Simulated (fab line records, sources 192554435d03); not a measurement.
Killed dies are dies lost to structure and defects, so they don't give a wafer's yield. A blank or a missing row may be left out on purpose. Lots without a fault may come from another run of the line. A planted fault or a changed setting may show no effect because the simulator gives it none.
fab line records | flow n5_finfet
record lots=7 wafers=21
route steps=1938 shown BEOL_M9@1425 BEOL_M10@1476 BEOL_M11@1536
start_h: hours from the record's first day to the start of the lot's first wafer shown | wait_h: hours since the lot's step before | " the same as in the row above | L1.1+2: a row that stands for several wafers | - no value, or no start given | * or withheld: withheld | < > ~ a bound
route shown NAME@n: a module of which the file shows steps, and the number in the route of the first | usual: mean/standard deviation of fault-free wafers | same: alike in all rows | chamber/n: place in a boat | sites: the reading at each site | _std_site: their standard deviation | _edge_site: outer sites' mean less inner sites' | radius_mm: how far each site lies from the wafer's centre | mask NAME#n: copy n | behind: the tool/chamber that last shaped the wafer | hold: why the lot was held/for how many hours/how that ended | device: the transistor (n, p or np) that didn't switch | end of line: the same wafers' tests at the end of the route | a step without rows: its recipe alone | killed: dies lost to structure and defects at the first sort, not the wafer's yield | map: a wafer's dies, x killed, . not, _ none there
set.NAME: the setting as run; set.NAME@STEP: as run at that earlier step | model.NAME: the simulator's own value behind a step, which no gauge read
lots whose settings were changed on purpose; a table a step, a row a wafer
## steps
# step N5_BEOL_M9_COAT_63
# recipe resist=SOC temp_c=250 time_s=60 spin_rpm=1500 resist_thk_nm=60
# columns lot.wafer tool chamber start_h wait_h set.spin_rpm model.SOC_of_BEOL_M9_COAT_63.thk_nm
L078.1+4 litho_track-02 0 233.07 1.2 1500 60
L078.5 " 0 " " 1500 59.8
L081.4 litho_track-05 0 239.67 0.0 1559 59
L081.5 " 0 " " 1500 60.2
L081.6 " 0 " " 1500 60.4
L082.1+2 litho_track-05 0 250.81 1.3 1500 60.4
L082.6 " 0 " " 1500 60.6
L085.2 litho_track-01 0 272.70 1.2 1334 63.8
L085.5 " 0 " " 1334 63.6
L085.6 " 0 " " 1500 60.4
L090.1+5 litho_track-05 0 293.01 0.0 1500 60.2
L090.3 " 0 " " 1437 61.4
L091.3+4 litho_track-02 0 310.53 1.6 1500 60.2
L091.6 " 0 " " 1601 58.2
L094.1+4 litho_track-01 0 329.19 1.3 1500 60
L094.2 " 0 " " 1500 59.8
# step N5_BEOL_M9_COAT_64
# recipe resist=SiARC temp_c=220 time_s=60 spin_rpm=1500 resist_thk_nm=12
# step N5_BEOL_M9_COAT_75
# recipe resist=underlayer temp_c=205 time_s=60 spin_rpm=1500 resist_thk_nm=5
# step N5_BEOL_M9_ETCH_76
# recipe chemistry=N2/H2 target=underlayer target_depth_a=65 mask_material=CAR-EUV time_s=5.2 ion_energy_ev=200 pressure_mtorr=30 source_w=840 bias_w=150 n2_flow_sccm=200 h2_flow_sccm=200 ends=cleared
# step N5_BEOL_M9_ETCH_65
# recipe chemistry=CF4 target=SiARC target_depth_a=156 mask_material=CAR-EUV time_s=26 ion_energy_ev=80 pressure_mtorr=40 source_w=545 bias_w=36 Ar_flow_sccm=100 cf4_flow_sccm=100 ends=cleared
# step N5_BEOL_M9_ETCH_66
# recipe chemistry=N2/H2 target=SOC target_depth_a=800 overetch_a=160 mask_material=SiARC temp_c=40 time_s=120 ion_energy_ev=200 pressure_mtorr=30 source_w=840 bias_w=150 n2_flow_sccm=200 h2_flow_sccm=200
# columns lot.wafer tool chamber start_h wait_h set.spin_rpm@BEOL_M9_COAT_63 model.etch.depth_nm
L078.1 rie_diel-06 0 233.53 0.0 1500 60.06
L078.4 " 3 " " 1500 60.01
L078.5 " 0 " " 1500 59.88
L081.4 rie_diel-01 2 240.26 0.0 1559 59
L081.5 " 0 " " 1500 60.27
L081.6 " 3 " " 1500 60.35
L082.1 rie_diel-01 0 251.28 0.0 1500 60.47
L082.2 " 2 " " 1500 60.35
L082.6 " 3 " " 1500 60.52
L085.2 rie_diel-03 3 273.17 0.0 1334 63.75
L085.5 " 1 " " 1334 63.53
L085.6 " 2 " " 1500 60.34
L090.1 rie_diel-06 2 293.85 0.0 1500 60.12
L090.3 " 3 " " 1437 61.41
L090.5 " 3 " " 1500 60.21
L091.3 rie_diel-06 0 311.00 0.0 1500 60.29
L091.4 " 0 " " 1500 60.3
L091.6 " 1 " " 1601 58.3
L094.1 rie_diel-01 1 329.78 0.0 1500 59.92
L094.2 " 0 " " 1500 59.81
L094.4 " 2 " " 1500 60.01
# step N5_BEOL_M9_STRIP_69
# recipe chemistry=N2/H2 temp_c=40 n2_flow_sccm=200 h2_flow_sccm=200 rf_frequency_hz=6e+07
# step N5_BEOL_M9_STRIP_77
# recipe chemistry=N2/H2 temp_c=40 n2_flow_sccm=200 h2_flow_sccm=200 rf_frequency_hz=6e+07
# step N5_BEOL_M9_VIA_ETCH_34
# recipe chemistry=C4F6/O2 target=SiCOH_lowk target_depth_a=1824 mask_material=SOC taper_deg=4 time_s=68.4 ion_energy_ev=250 pressure_mtorr=30 source_w=345 bias_w=185 Ar_flow_sccm=300 C4F6_flow_sccm=10 O2_flow_sccm=10
# columns lot.wafer tool chamber start_h wait_h set.spin_rpm@BEOL_M9_COAT_63 model.SOC_of_BEOL_M9_COAT_63.thk_nm
L078.1+4 rie_diel-06 0,3 233.63 0.0 1500 51
L078.5 " 0 " " 1500 50.8
L081.4 rie_diel-01 2 240.36 0.0 1559 49.8
L081.5 " 0 " " 1500 51.6
L081.6 " 3 " " 1500 51.4
L082.1 rie_diel-01 0 251.38 0.0 1500 51.8
L082.2 " 2 " " 1500 51.2
L082.6 " 3 " " 1500 51.6
L085.2 rie_diel-03 3 273.27 0.0 1334 54.6
L085.5 " 1 " " 1334 54.8
L085.6 " 2 " " 1500 51.6
L090.1 rie_diel-06 2 293.95 0.0 1500 51.4
L090.3 " 3 " " 1437 52.4
L090.5 " 3 " " 1500 51.2
L091.3+4 rie_diel-06 0 311.10 0.0 1500 51.2
L091.6 " 1 " " 1601 49.4
L094.1 rie_diel-01 1 329.88 0.0 1500 50.8
L094.2 " 0 " " 1500 51
L094.4 " 2 " " 1500 50.6
# step N5_BEOL_M10_COAT_60
# recipe resist=SiARC temp_c=220 time_s=60 spin_rpm=1500 resist_thk_nm=30
# columns lot.wafer tool chamber start_h wait_h set.spin_rpm model.SiARC_of_BEOL_M10_COAT_60.thk_nm
L078.1 litho_track-04 0 - - 1500 30
L078.4+5 " 0 " " 1409 31
L081.4+5 litho_track-04 0 - - 1500 29.8
L081.6 " 0 " " 1336 31.6
L082.1+2 litho_track-01 0 - - 1500 30.2
L082.6 " 0 " " 1500 30
L085.2 litho_track-03 0 - - 1395 31.2
L085.5 " 0 " " 1500 30
L085.6 " 0 " " 1500 30.2
L090.1 litho_track-04 0 - - 1500 29.8
L090.3+5 " 0 " " 1500 30
L091.3+4 litho_track-04 0 - - 1358 31.4
L091.6 " 0 " " 1500 29.8
L094.1 litho_track-01 0 - - 1500 30.2
L094.2 " 0 " " 1579 29.2
L094.4 " 0 " " 1579 29.4
# step N5_BEOL_M10_EXPOSE_08
# recipe mask_id=M10 na=1.35 source_shape=dipole sigma_inner=0.411 sigma_outer=0.611 polarization=te dose_mj=53.75
# columns lot.wafer tool chamber start_h wait_h mask set.dose_mj
L078.1+4 arfi_scanner-01 0 237.27 - M10#0 56.54
L078.5 " 0 " " M10#0 53.75
L081.4+6 arfi_scanner-01 0 245.16 - M10#0 52.06
L081.5 " 0 " " M10#0 53.75
L082.1+2+6 arfi_scanner-03 0 256.52 - M10#0 53.75
L085.2+5 arfi_scanner-03 0 277.77 - M10#0 53.75
L085.6 " 0 " " M10#0 52.14
L090.1+3+5 arfi_scanner-02 0 299.77 - M10#0 53.75
L091.3+6 arfi_scanner-01 0 316.69 - M10#0 53.75
L091.4 " 0 " " M10#0 55.04
L094.1+2 arfi_scanner-02 0 335.82 - M10#0 53.75
L094.4 " 0 " " M10#0 56.76
# step N5_BEOL_M10_PEB_09
# recipe peb_temp_c=withheld peb_time_s=60 resist=CAR-ArF
# step N5_BEOL_M10_DEVELOP_10
# recipe develop_time_s=30 developer=TMAH resist=CAR-ArF rinse_liquid=diw dry=air_spin dev_temp_c=23
# step N5_BEOL_M10_CD_MEAS_11
# recipe target_cd_nm=64.1 landing_energy_ev=500 detector=se_inlens polarity=opening
# usual cd_nm=64.4/0.47
# columns lot.wafer tool chamber start_h wait_h set.dose_mj@BEOL_M10_EXPOSE_08 cd_nm
L078.1 cd_sem-03 0 237.40 - 56.54 67.2
L078.4 " 0 " " 56.54 67.1
L078.5 " 0 " " 53.75 64.4
L081.4 cd_sem-01 0 245.28 - 52.06 63.0
L081.5 " 0 " " 53.75 64.0
L081.6 " 0 " " 52.06 62.0
L082.1 cd_sem-03 0 256.64 - 53.75 64.8
L082.2 " 0 " " 53.75 65.0
L082.6 " 0 " " 53.75 64.2
L085.2 cd_sem-01 0 277.90 - 53.75 63.9
L085.5 " 0 " " 53.75 64.5
L085.6 " 0 " " 52.14 63.4
L090.1 cd_sem-02 0 299.90 - 53.75 64.3
L090.3 " 0 " " 53.75 64.2
L090.5 " 0 " " 53.75 64.1
L091.3 cd_sem-03 0 316.81 - 53.75 64.8
L091.4 " 0 " " 55.04 66.2
L091.6 " 0 " " 53.75 64.2
L094.1 cd_sem-02 0 335.94 - 53.75 63.8
L094.2 " 0 " " 53.75 64.7
L094.4 " 0 " " 56.76 67.5
# step N5_BEOL_M10_DESCUM_16
# recipe chemistry=O2 time_s=7.9 source_power_w=50 bias_power_w=20 pressure_mtorr=20 rf_frequency_hz=2.712e+07 temp_c=40 resist=CAR-ArF o2_flow_sccm=225
# step N5_BEOL_M10_ETCH_61
# recipe chemistry=CF4 target=SiARC target_depth_a=390 mask_material=CAR-ArF time_s=65 ion_energy_ev=80 pressure_mtorr=40 source_w=545 bias_w=36 Ar_flow_sccm=100 cf4_flow_sccm=100 ends=cleared
# columns lot.wafer tool chamber start_h wait_h set.spin_rpm@BEOL_M10_COAT_60 set.dose_mj@BEOL_M10_EXPOSE_08 model.etch.depth_nm model.CAR-ArF_of_BEOL_M10_COAT_05.thk_nm model.BEOL_M10.cd_offset_nm
L078.1 rie_diel-04 0 238.49 0.0 1500 56.54 30 55.6 3.4
L078.4 " 3 " " 1409 56.54 30.92 54.8 3.2
L078.5 " 1 " " 1409 53.75 30.93 55 0.6
L081.4 rie_diel-04 3 245.88 0.0 1500 52.06 29.9 55.4 -1.2
L081.5 " 3 " " 1500 53.75 29.87 55.4 0
L081.6 " 2 " " 1336 52.06 31.59 53.8 -1.8
L082.1 rie_diel-05 0 256.77 0.0 1500 53.75 30.17 55.8 0.6
L082.2 " 1 " " 1500 53.75 30.18 56 0.6
L082.6 " 1 " " 1500 53.75 30.09 56 0
L085.2 rie_diel-02 2 278.05 0.0 1395 53.75 31.25 54.4 -0.2
L085.5 " 1 " " 1500 53.75 30.07 55.6 0.2
L085.6 " 2 " " 1500 52.14 30.15 55.4 -1.2
L090.1 rie_diel-02 1 300.02 0.0 1500 53.75 29.86 55 0
L090.3 " 3 " " 1500 53.75 29.92 55.4 0
L090.5 " 1 " " 1500 53.75 29.9 55.4 0
L091.3 rie_diel-02 2 316.93 0.0 1358 53.75 31.4 54.2 0.8
L091.4 " 1 " " 1358 55.04 31.33 54.6 2.4
L091.6 " 0 " " 1500 53.75 29.81 55.6 0.4
L094.1 rie_diel-04 1 336.07 0.0 1500 53.75 30.13 55.8 0.2
L094.2 " 0 " " 1579 53.75 29.3 56.6 0.6
L094.4 " 2 " " 1579 56.76 29.37 56.6 3.4
# step N5_BEOL_M10_ETCH_62
# recipe chemistry=N2/H2 target=SOC target_depth_a=1100 overetch_a=220 mask_material=SiARC temp_c=40 time_s=165 ion_energy_ev=200 pressure_mtorr=30 source_w=840 bias_w=150 n2_flow_sccm=200 h2_flow_sccm=200
# columns lot.wafer tool chamber start_h wait_h set.spin_rpm@BEOL_M10_COAT_60 model.SiARC_of_BEOL_M10_COAT_60.thk_nm
L078.1 rie_diel-04 0 238.54 0.0 1500 23.6
L078.4 " 3 " " 1409 24.4
L078.5 " 1 " " 1409 24.6
L081.4+5 rie_diel-04 3 245.93 0.0 1500 23.4
L081.6 " 2 " " 1336 25
L082.1 rie_diel-05 0 256.82 0.0 1500 23.8
L082.2+6 " 1 " " 1500 23.6
L085.2 rie_diel-02 2 278.10 0.0 1395 24.8
L085.5 " 1 " " 1500 23.6
L085.6 " 2 " " 1500 23.8
L090.1+3+5 rie_diel-02 1,3,1 300.07 0.0 1500 23.6
L091.3+4 rie_diel-02 2,1 316.98 0.0 1358 25
L091.6 " 0 " " 1500 23.4
L094.1 rie_diel-04 1 336.12 0.0 1500 23.6
L094.2 " 0 " " 1579 23
L094.4 " 2 " " 1579 22.8
# step N5_BEOL_M10_STRIP_68
# recipe chemistry=N2/H2 temp_c=40 n2_flow_sccm=200 h2_flow_sccm=200 rf_frequency_hz=6e+07
# step N5_BEOL_M10_STRIP_67
# recipe chemistry=CF4 resist=SiARC power_w=300 bias_power_w=75 pressure_mtorr=50 cf4_flow_sccm=150 rf_frequency_hz=6e+07
# step N5_BEOL_M10_HM_OPEN_17
# recipe chemistry=Cl2/BCl3 target_depth_a=200 overetch_a=60 target=TiN mask_material=SOC ion_energy_ev=150 pressure_mtorr=10 icp_w=1000 bias_w=126 Cl2_flow_sccm=53.25 bcl3_flow_sccm=21.75 Ar_flow_sccm=25
# step N5_BEOL_M10_STRIP_19
# recipe chemistry=O2 power_w=400 temp_c=40 pressure_mtorr=30 rf_frequency_hz=6e+07 bias_power_w=0 overash_fraction=0.2 o2_flow_sccm=225
# step N5_BEOL_M10_CD_MEAS_18
# recipe pitch_nm=140 target_cd_nm=70
# usual cd_nm=70.3/0.57
# columns lot.wafer tool chamber start_h wait_h set.dose_mj@BEOL_M10_EXPOSE_08 cd_nm
L078.1 cd_sem-02 - 239.06 0.0 56.54 72.6
L078.4 " - " " 56.54 73.1
L078.5 " - " " 53.75 70.3
L081.4 cd_sem-03 - 246.33 0.1 52.06 68.6
L081.5 " - " " 53.75 70.2
L081.6 " - " " 52.06 68.8
L082.1 cd_sem-03 - 257.27 0.0 53.75 70.5
L082.2 " - " " 53.75 70.7
L082.6 " - " " 53.75 70.1
L085.2 cd_sem-02 - 278.47 0.1 53.75 70.1
L085.5 " - " " 53.75 70.4
L085.6 " - " " 52.14 69.4
L090.1 cd_sem-02 - 300.50 0.0 53.75 69.8
L090.3 " - " " 53.75 69.8
L090.5 " - " " 53.75 69.3
L091.3 cd_sem-02 - 317.39 0.1 53.75 71.1
L091.4 " - " " 55.04 72.6
L091.6 " - " " 53.75 70.6
L094.1 cd_sem-03 - 336.48 0.0 53.75 70.1
L094.2 " - " " 53.75 70.6
L094.4 " - " " 56.76 73.6
# step N5_BEOL_M10_COAT_63
# recipe resist=SOC temp_c=250 time_s=60 spin_rpm=1500 resist_thk_nm=100
# step N5_BEOL_M10_COAT_64
# recipe resist=SiARC temp_c=220 time_s=60 spin_rpm=1500 resist_thk_nm=30
# step N5_BEOL_M10_PRECLEAN_42
# recipe chemistry=residue_remover time_s=60 temp_c=40
# step N5_BEOL_M10_SRD_43
# recipe time_s=30 temp_c=23 rinse_liquid=diw dry=ipa_marangoni
# step N5_BEOL_M10_CD_MEAS_35
# recipe target_cd_nm=70 polarity=opening
# usual cd_nm=70.3/0.55
# columns lot.wafer tool chamber start_h wait_h set.dose_mj@BEOL_M10_EXPOSE_08 cd_nm
L078.1 cd_sem-03 - 240.94 0.0 56.54 73.4
L078.4 " - " " 56.54 72.8
L078.5 " - " " 53.75 70.8
L081.4 cd_sem-03 - 249.26 0.0 52.06 68.9
L081.5 " - " " 53.75 70.0
L081.6 " - " " 52.06 68.8
L082.1 cd_sem-01 - 262.20 0.0 53.75 70.4
L082.2 " - " " 53.75 70.4
L082.6 " - " " 53.75 70.3
L085.2 cd_sem-03 - 281.43 0.0 53.75 70.3
L085.5 " - " " 53.75 70.2
L085.6 " - " " 52.14 69.2
L090.1 cd_sem-03 - 303.53 0.0 53.75 69.6
L090.3 " - " " 53.75 69.8
L090.5 " - " " 53.75 69.4
L091.3 cd_sem-03 - 319.10 0.0 53.75 71.4
L091.4 " - " " 55.04 72.6
L091.6 " - " " 53.75 70.9
L094.1 cd_sem-03 - 338.07 0.0 53.75 70.2
L094.2 " - " " 53.75 70.6
L094.4 " - " " 56.76 73.6
# step N5_BEOL_M11_ILD_DEP_00
# recipe material=SiCOH_lowk target_thk_a=3085.1 temp_c=300 precursor=DEMS/porogen pressure_torr=5 rf_w=500 time_s=58
# columns lot.wafer tool chamber start_h wait_h set.time_s model.SiCOH_lowk_of_BEOL_M11_ILD_DEP_00.thk_nm
L078.1 pecvd-03 2 243.30 0.0 58 307.2
L078.4+5 " 2,1 " " 54.52 293
L081.4 pecvd-03 0 253.21 0.1 52.48 282.2
L081.5 " 1 " " 52.48 277
L081.6 " 2 " " 52.48 283.8
L082.1 pecvd-04 2 265.86 0.0 58 314.8
L082.2+6 " 0 " " 58 312.2
L085.2 pecvd-04 1 283.95 0.0 66.41 356.6
L085.5 " 2 " " 66.41 362
L085.6 " 1 " " 66.41 359.8
L090.1 pecvd-01 1 306.21 0.0 58 299.2
L090.3 " 0 " " 58 303.6
L090.5 " 2 " " 53.71 285.2
L091.3 pecvd-01 0 323.85 0.0 58 308.2
L091.4 " 0 " " 58 311
L091.6 " 2 " " 51.53 279.8
L094.1 pecvd-04 1 340.59 0.0 61.26 331.8
L094.2 " 2 " " 58 312.4
L094.4 " 1 " " 61.26 332.8
# step N5_BEOL_M11_CURE_71
# recipe temp_c=385 time_s=240 ambient=He/Ar material=SiCOH_lowk
# columns lot.wafer tool chamber start_h wait_h set.time_s@BEOL_M11_ILD_DEP_00 model.SiCOH_lowk_of_BEOL_M11_ILD_DEP_00.thk_nm
L078.1 uv_cure-01 2 243.38 0.0 58 266.8
L078.4 " 2 " " 54.52 254.2
L078.5 " 2 " " 54.52 254.4
L081.4 uv_cure-02 2 253.50 0.3 52.48 244.8
L081.5 " 2 " " 52.48 240.2
L081.6 " 2 " " 52.48 246.2
L082.1 uv_cure-01 2 265.94 0.0 58 273.6
L082.2+6 " 2 " " 58 271.4
L085.2 uv_cure-02 0 284.11 0.1 66.41 310.6
L085.5 " 0 " " 66.41 315.4
L085.6 " 0 " " 66.41 313.6
L090.1 uv_cure-01 0 306.31 0.1 58 259.8
L090.3 " 0 " " 58 263.6
L090.5 " 0 " " 53.71 247.4
L091.3 uv_cure-03 1 324.09 0.2 58 267.8
L091.4 " 1 " " 58 270.2
L091.6 " 1 " " 51.53 242.6
L094.1 uv_cure-02 0 340.88 0.3 61.26 288.6
L094.2 " 0 " " 58 271.4
L094.4 " 0 " " 61.26 289.6
# step N5_BEOL_M11_THK_MEAS_01
# recipe reads=SiCOH_lowk_of_BEOL_M11_ILD_DEP_00
# usual M11_ILD_THK=268/4.2
# columns lot.wafer tool chamber start_h wait_h set.time_s@BEOL_M11_ILD_DEP_00 M11_ILD_THK[nm]
L078.1 film_metro-01 - 243.89 0.4 58 267
L078.4 " - " " 54.52 255
L078.5 " - " " 54.52 254
L081.4 film_metro-01 - 253.78 0.2 52.48 245
L081.5 " - " " 52.48 240
L081.6 " - " " 52.48 246
L082.1 film_metro-02 - 266.45 0.4 58 274
L082.2 " - " " 58 271
L082.6 " - " " 58 271
L085.2 film_metro-02 - 284.54 0.4 66.41 310
L085.5 " - " " 66.41 315
L085.6 " - " " 66.41 313
L090.1 film_metro-01 - 306.82 0.4 58 260
L090.3 " - " " 58 264
L090.5 " - " " 53.71 247
L091.3 film_metro-01 - 324.44 0.3 58 268
L091.4 " - " " 58 270
L091.6 " - " " 51.53 243
L094.1 film_metro-02 - 341.39 0.4 61.26 288
L094.2 " - " " 58 271
L094.4 " - " " 61.26 289
## key
split step=N5_BEOL_M9_COAT_63 setting=spin_rpm stated=1500 by=wafer
response step=N5_BEOL_M9_COAT_63 reading=model.SOC_of_BEOL_M9_COAT_63.thk_nm change=-0.299 per=1% r=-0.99
response step=N5_BEOL_M9_ETCH_66 reading=model.etch.depth_nm change=-0.3 per=1% r=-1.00
response step=N5_BEOL_M9_VIA_ETCH_34 reading=model.SOC_of_BEOL_M9_COAT_63.thk_nm change=-0.287 per=1% r=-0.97
split step=N5_BEOL_M10_COAT_60 setting=spin_rpm stated=1500 by=wafer
response step=N5_BEOL_M10_COAT_60 reading=model.SiARC_of_BEOL_M10_COAT_60.thk_nm change=-0.165 per=1% r=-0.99
response step=N5_BEOL_M10_ETCH_61 reading=model.etch.depth_nm change=-0.159 per=1% r=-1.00
response step=N5_BEOL_M10_ETCH_61 reading=model.CAR-ArF_of_BEOL_M10_COAT_05.thk_nm change=+0.139 per=1% r=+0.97
response step=N5_BEOL_M10_ETCH_62 reading=model.SiARC_of_BEOL_M10_COAT_60.thk_nm change=-0.153 per=1% r=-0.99
split step=N5_BEOL_M10_EXPOSE_08 setting=dose_mj stated=53.75 by=wafer
response step=N5_BEOL_M10_CD_MEAS_11 reading=cd_nm change=+0.525 per=1% r=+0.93
response step=N5_BEOL_M10_ETCH_61 reading=model.BEOL_M10.cd_offset_nm change=+0.524 per=1% r=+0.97
response step=N5_BEOL_M10_CD_MEAS_18 reading=cd_nm change=+0.52 per=1% r=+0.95
response step=N5_BEOL_M10_CD_MEAS_35 reading=cd_nm change=+0.485 per=1% r=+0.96
split step=N5_BEOL_M11_ILD_DEP_00 setting=time_s stated=58 by=wafer
response step=N5_BEOL_M11_ILD_DEP_00 reading=model.SiCOH_lowk_of_BEOL_M11_ILD_DEP_00.thk_nm change=+2.63 per=1% r=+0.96
response step=N5_BEOL_M11_CURE_71 reading=model.SiCOH_lowk_of_BEOL_M11_ILD_DEP_00.thk_nm change=+2.33 per=1% r=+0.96
response step=N5_BEOL_M11_THK_MEAS_01 reading=M11_ILD_THK change=+2.31 per=1% r=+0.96
